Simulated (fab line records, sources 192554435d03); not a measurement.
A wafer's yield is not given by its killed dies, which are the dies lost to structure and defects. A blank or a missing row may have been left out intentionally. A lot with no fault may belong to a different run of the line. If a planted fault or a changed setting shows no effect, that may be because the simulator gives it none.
Chamber matching :: flow n5 finfet :: N5_MOL_CONTACT_COAG_DESCUM_45 on rie diel-04 has 4 sister chambers
The step chemistry O2, time 7 s. 22 wafers are shown with their chamber, then 11 later ones without.

== WAFERS, EACH WITH ITS CHAMBER ==
wafer: L078.1
chamber: 2
drypump motor current A (A): 5.1
throttle valve pct (%): 20.04
showerhead plenum p Torr (Torr): 2.12

wafer: L078.3
chamber: 1
drypump motor current A (A): 5.5
throttle valve pct (%): 20.55
showerhead plenum p Torr (Torr): 2.08

wafer: L078.5
chamber: 3
drypump motor current A (A): 5.5
throttle valve pct (%): 20.40
showerhead plenum p Torr (Torr): 2.11

wafer: L079.1
chamber: 0
drypump motor current A (A): 6.2
throttle valve pct (%): 19.90
showerhead plenum p Torr (Torr): 2.13

wafer: L079.5
chamber: 1
drypump motor current A (A): 5.5
throttle valve pct (%): 20.57
showerhead plenum p Torr (Torr): 2.08

wafer: L079.6
chamber: 0
drypump motor current A (A): 6.2
throttle valve pct (%): 19.90
showerhead plenum p Torr (Torr): 2.13

wafer: L081.4
chamber: 3
drypump motor current A (A): 5.5
throttle valve pct (%): 20.39
showerhead plenum p Torr (Torr): 2.11

wafer: L081.5
chamber: 0
drypump motor current A (A): 6.2
throttle valve pct (%): 19.89
showerhead plenum p Torr (Torr): 2.13

wafer: L081.6
chamber: 1
drypump motor current A (A): 5.5
throttle valve pct (%): 20.57
showerhead plenum p Torr (Torr): 2.08

wafer: L083.1
chamber: 2
drypump motor current A (A): 5.1
throttle valve pct (%): 20.07
showerhead plenum p Torr (Torr): 2.12

wafer: L083.2
chamber: 3
drypump motor current A (A): 5.5
throttle valve pct (%): 20.42
showerhead plenum p Torr (Torr): 2.11

wafer: L083.4
chamber: 1
drypump motor current A (A): 5.5
throttle valve pct (%): 20.56
showerhead plenum p Torr (Torr): 2.08

wafer: L087.2
chamber: 3
drypump motor current A (A): 5.5
throttle valve pct (%): 20.41
showerhead plenum p Torr (Torr): 2.11

wafer: L087.3
chamber: 0
drypump motor current A (A): 6.2
throttle valve pct (%): 19.93
showerhead plenum p Torr (Torr): 2.13

wafer: L087.6
chamber: 0
drypump motor current A (A): 6.2
throttle valve pct (%): 19.94
showerhead plenum p Torr (Torr): 2.13

wafer: L089.3
chamber: 2
drypump motor current A (A): 5.1
throttle valve pct (%): 20.08
showerhead plenum p Torr (Torr): 2.12

wafer: L089.5
chamber: 3
drypump motor current A (A): 5.5
throttle valve pct (%): 20.42
showerhead plenum p Torr (Torr): 2.11

wafer: L089.6
chamber: 0
drypump motor current A (A): 6.3
throttle valve pct (%): 19.91
showerhead plenum p Torr (Torr): 2.13

wafer: L090.2
chamber: 3
drypump motor current A (A): 5.5
throttle valve pct (%): 20.43
showerhead plenum p Torr (Torr): 2.10

wafer: L090.5
chamber: 1
drypump motor current A (A): 5.5
throttle valve pct (%): 20.59
showerhead plenum p Torr (Torr): 2.07

wafer: L090.6
chamber: 2
drypump motor current A (A): 5.1
throttle valve pct (%): 20.08
showerhead plenum p Torr (Torr): 2.12

wafer: L092.1
chamber: 3
drypump motor current A (A): 5.5
throttle valve pct (%): 20.43
showerhead plenum p Torr (Torr): 2.10

SIGNATURES (averages over the wafers above)
reading: drypump motor current A
chamber 0: 6.217
chamber 1: 5.500
chamber 2: 5.100
chamber 3: 5.500
scatter within a chamber: 0.0215

reading: throttle valve pct
chamber 0: 19.9117
chamber 1: 20.5680
chamber 2: 20.0675
chamber 3: 20.4143
scatter within a chamber: 0.017

reading: showerhead plenum p Torr
chamber 0: 2.1300
chamber 1: 2.0780
chamber 2: 2.1200
chamber 3: 2.1071
scatter within a chamber: 0.00352
Rule: a wafer lies at a distance from a chamber equal to the root of the sum of squares, over the readings, of (its reading less the chamber's mean, divided by the reading's scatter). The wafer belongs to the nearest chamber; if the next one is less than 2 further off, it can't be placed. How the scatter is found: for the shown wafers, subtract from each reading the mean of its chamber, square and add these, divide the total by (wafers less chambers), then take the root.

== WAFERS WHOSE CHAMBER IS MISSING ==
wafer: L092.4
drypump motor current A (A): 5.5
throttle valve pct (%): 20.58
showerhead plenum p Torr (Torr): 2.07

wafer: L092.6
drypump motor current A (A): 5.5
throttle valve pct (%): 20.61
showerhead plenum p Torr (Torr): 2.07

wafer: L094.1
drypump motor current A (A): 5.1
throttle valve pct (%): 20.11
showerhead plenum p Torr (Torr): 2.11

wafer: L094.2
drypump motor current A (A): 5.4
throttle valve pct (%): 20.61
showerhead plenum p Torr (Torr): 2.07

wafer: L094.6
drypump motor current A (A): 5.5
throttle valve pct (%): 20.44
showerhead plenum p Torr (Torr): 2.10

wafer: L096.2
drypump motor current A (A): 5.5
throttle valve pct (%): 20.45
showerhead plenum p Torr (Torr): 2.10

wafer: L096.4
drypump motor current A (A): 5.5
throttle valve pct (%): 20.62
showerhead plenum p Torr (Torr): 2.07

wafer: L096.5
drypump motor current A (A): 5.1
throttle valve pct (%): 20.11
showerhead plenum p Torr (Torr): 2.11

wafer: L097.1
drypump motor current A (A): 5.5
throttle valve pct (%): 20.61
showerhead plenum p Torr (Torr): 2.07

wafer: L097.2
drypump motor current A (A): 5.2
throttle valve pct (%): 20.11
showerhead plenum p Torr (Torr): 2.11

wafer: L097.5
drypump motor current A (A): 5.1
throttle valve pct (%): 20.12
showerhead plenum p Torr (Torr): 2.11

== EACH ONE'S CHAMBER ==
wafer: L092.4
from the rows above: 1
in truth: 1

wafer: L092.6
from the rows above: 1
in truth: 1

wafer: L094.1
from the rows above: 2
in truth: 2

wafer: L094.2
from the rows above: 1
in truth: 1

wafer: L094.6
from the rows above: 3
in truth: 3

wafer: L096.2
from the rows above: 3
in truth: 3

wafer: L096.4
from the rows above: 1
in truth: 1

wafer: L096.5
from the rows above: 2
in truth: 2

wafer: L097.1
from the rows above: 1
in truth: 1

wafer: L097.2
from the rows above: 2
in truth: 2

wafer: L097.5
from the rows above: 2
in truth: 2
Correct placement for 11 of the 11. Can't be placed from these rows: 0. Placed wrongly: 0.
